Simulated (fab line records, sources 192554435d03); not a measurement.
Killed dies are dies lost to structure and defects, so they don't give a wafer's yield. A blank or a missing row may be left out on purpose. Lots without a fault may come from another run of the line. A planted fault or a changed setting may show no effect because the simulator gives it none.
Chamber matching | flow n5_finfet | N5_MOL_CONTACT_COAG_ETCH_110 on rie_diel-05: 4 sister chambers
The step etches Si in CF4/O2, target depth 2.5 nm, time 8 s. 8 wafers are shown with their chamber, then 8 later ones without.

WAFERS WITH THEIR CHAMBER
wafer  | chamber | showerhead_plenum_p_Torr (Torr) | throttle_valve_pct (%)
L075.3 | 0       | 2.20                            | 10.82
L080.6 | 2       | 2.30                            | 11.10
L082.2 | 3       | 2.35                            | 10.33
L082.5 | 0       | 2.20                            | 10.86
L084.1 | 1       | 2.33                            | 10.78
L084.5 | 1       | 2.33                            | 10.80
L084.6 | 2       | 2.29                            | 11.13
L088.2 | 3       | 2.34                            | 10.36

WAFERS WITHOUT THEIR CHAMBER
wafer  | showerhead_plenum_p_Torr (Torr) | throttle_valve_pct (%)
L088.3 | 2.20                            | 10.89
L088.5 | 2.20                            | 10.88
L091.1 | 2.19                            | 10.90
L091.3 | 2.34                            | 10.40
L091.6 | 2.34                            | 10.38
L095.1 | 2.34                            | 10.42
L095.2 | 2.29                            | 11.18
L095.4 | 2.34                            | 10.41

WHICH CHAMBER EACH WENT THROUGH
wafer  | from the rows above | in truth
L088.3 | 0                   | 0
L088.5 | 0                   | 0
L091.1 | 0                   | 0
L091.3 | 3                   | 3
L091.6 | 3                   | 3
L095.1 | 3                   | 3
L095.2 | 2                   | 2
L095.4 | 3                   | 3
Placed correctly: 8 of 8. Can't be placed from these rows: 0. Placed wrongly: 0.
How it was worked out, from the rows above alone: a wafer's distance from a chamber is the root of the sum, over the readings, of the square of ((its reading less the chamber's mean) divided by the reading's scatter). The wafer belongs to the nearest chamber; if the next one is less than 2 further off, it can't be placed. A chamber's mean is the mean of its shown wafers. The scatter: the root of (the sum of the squares of (reading less its chamber's mean) over the shown wafers, divided by (wafers less chambers)).
